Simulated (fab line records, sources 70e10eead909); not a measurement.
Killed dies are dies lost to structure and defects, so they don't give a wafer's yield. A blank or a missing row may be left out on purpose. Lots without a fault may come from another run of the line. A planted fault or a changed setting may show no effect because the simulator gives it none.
Problem report in the 8D (eight disciplines) form, filled by code | flow nand_harc | the parts of the form that need people (team, actions taken, sign-off) are left out

1. THE PROBLEM
killed_at_periphery at NHARC_END_SORT_01 reads a mean of 51.5 on 6 wafers of 2 lots; wafers without a fault read 4.7 with a standard deviation of 2.9. That is +16 standard deviations from the usual mean.
First seen on wafer L207.1, day 28 20:31, on prober-02. The record holds 6 wafers of 2 lots with a number at this step. Rule for "out", or "out of limits": more than 4 standard deviations from the usual mean. The other wafers with a number count as sound.

2. WHAT IT IS AND WHAT IT IS NOT
question                    | is                     | is not
which readings at this step | killed_at_periphery    | killed_at_array, killed_at_other, killed_short
which lots                  | L207, L208             | -
which wafers of those lots  | all that have a number | -
read on which gauges        | prober-01, prober-02   | -
when                        | from day 28 20:31      | up to then (0 sound wafers)

3. SUSPECTS, AND WHAT RULES EACH OUT
Counting: a tool at a process step up to the reading stays a suspect if it ran every lot that is out and no sound lot after the first of them.
- the gauge at NHARC_END_SORT_01: ruled out. The wafers that are out were read on 2 gauges (prober-01, prober-02).
- pecvd-04 at NHARC_P_CONTACT_DEP_30 (deposits SiNx, target thk 30 nm): kept. It ran every lot that is out, first L207 (day 10 16:52), and no sound lot after that.
Left after counting: pecvd-04 at NHARC_P_CONTACT_DEP_30.

4. THE CAUSE (what the simulator had put in)
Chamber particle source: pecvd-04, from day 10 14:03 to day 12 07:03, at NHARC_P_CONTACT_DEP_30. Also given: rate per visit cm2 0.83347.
Counting left only this tool.

5. THE CHAIN OF EFFECTS, in route order
Each row: a reading whose mean over the struck wafers that have a number lies more than 3 standard deviations from the usual. Only readings for which the record gives a usual standard deviation are gone through. hours: the time from each lot's start at the first step in this table that gives one to its start at this step, as a median over the lots. sigmas: the change in usual standard deviations.
hours | step              | reading             | usual | on struck wafers | change | sigmas
0     | NHARC_END_SORT_01 | killed_at_periphery | 4.7   | 51.5             | +46.8  | +16

6. WHAT WOULD HAVE CAUGHT IT SOONER
In this record the first reading out of limits at a measuring or inspecting step was taken at day 28 20:31, 438 hours after the fault began at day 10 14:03.
Of the tool readings at NHARC_P_CONTACT_DEP_30 for which the record gives a usual standard deviation, none was out on any struck wafer, so an alarm limit of 4 standard deviations on them would not have fired.
All the lots that are out (2) had begun NHARC_P_CONTACT_DEP_30 on pecvd-04 by day 28 20:31. A hold on the tool at that time would have spared none of them.
